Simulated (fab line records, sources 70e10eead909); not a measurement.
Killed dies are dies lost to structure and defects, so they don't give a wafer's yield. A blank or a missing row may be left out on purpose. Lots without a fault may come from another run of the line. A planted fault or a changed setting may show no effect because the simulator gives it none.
Chamber matching | flow nand_harc | NHARC_A_STAIRCASE_ETCH_253 on rie_diel-06: 4 sister chambers
The step etches the open film in C4F8/O2, target depth 50 nm, time 20.2 s. 8 wafers are shown with their chamber, then 11 later ones without.

WAFERS WITH THEIR CHAMBER
wafer  | chamber | rf_vpp_V (V) | oes_product_au (a.u.)
L079.3 | 3       | 897          | 0.949
L080.3 | 3       | 897          | 0.973
L084.1 | 1       | 894          | 0.900
L084.6 | 0       | 903          | 0.907
L086.1 | 2       | 891          | 0.973
L086.3 | 1       | 896          | 0.949
L086.4 | 0       | 902          | 0.958
L088.1 | 2       | 889          | 0.941

WAFERS WITHOUT THEIR CHAMBER
wafer  | rf_vpp_V (V) | oes_product_au (a.u.)
L088.2 | 893          | 0.942
L088.5 | 898          | 0.927
L093.2 | 891          | 0.938
L093.3 | 896          | 0.969
L093.6 | 891          | 0.937
L094.1 | 904          | 0.962
L094.3 | 891          | 0.968
L094.4 | 895          | 0.963
L097.1 | 897          | 0.924
L097.2 | 891          | 0.931
L097.5 | 893          | 0.942

WHICH CHAMBER EACH WENT THROUGH
wafer  | from the rows above          | in truth
L088.2 | can't be placed: 1 or 2 or 3 | 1
L088.5 | can't be placed: 3 or 1      | 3
L093.2 | 2                            | 2
L093.3 | can't be placed: 3 or 1      | 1
L093.6 | 2                            | 2
L094.1 | 0                            | 0
L094.3 | 2                            | 2
L094.4 | can't be placed: 1 or 3      | 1
L097.1 | can't be placed: 3 or 1      | 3
L097.2 | 2                            | 2
L097.5 | can't be placed: 1 or 2 or 3 | 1
Placed correctly: 5 of 11. Can't be placed from these rows: 6 (the true chamber is among the candidates in 6). Placed wrongly: 0.
How it was worked out, from the rows above alone: a wafer's distance from a chamber is the root of the sum, over the readings, of the square of ((its reading less the chamber's mean) divided by the reading's scatter). The wafer belongs to the nearest chamber; if the next one is less than 2 further off, it can't be placed. A chamber's mean is the mean of its shown wafers. The scatter: the root of (the sum of the squares of (reading less its chamber's mean) over the shown wafers, divided by (wafers less chambers)).
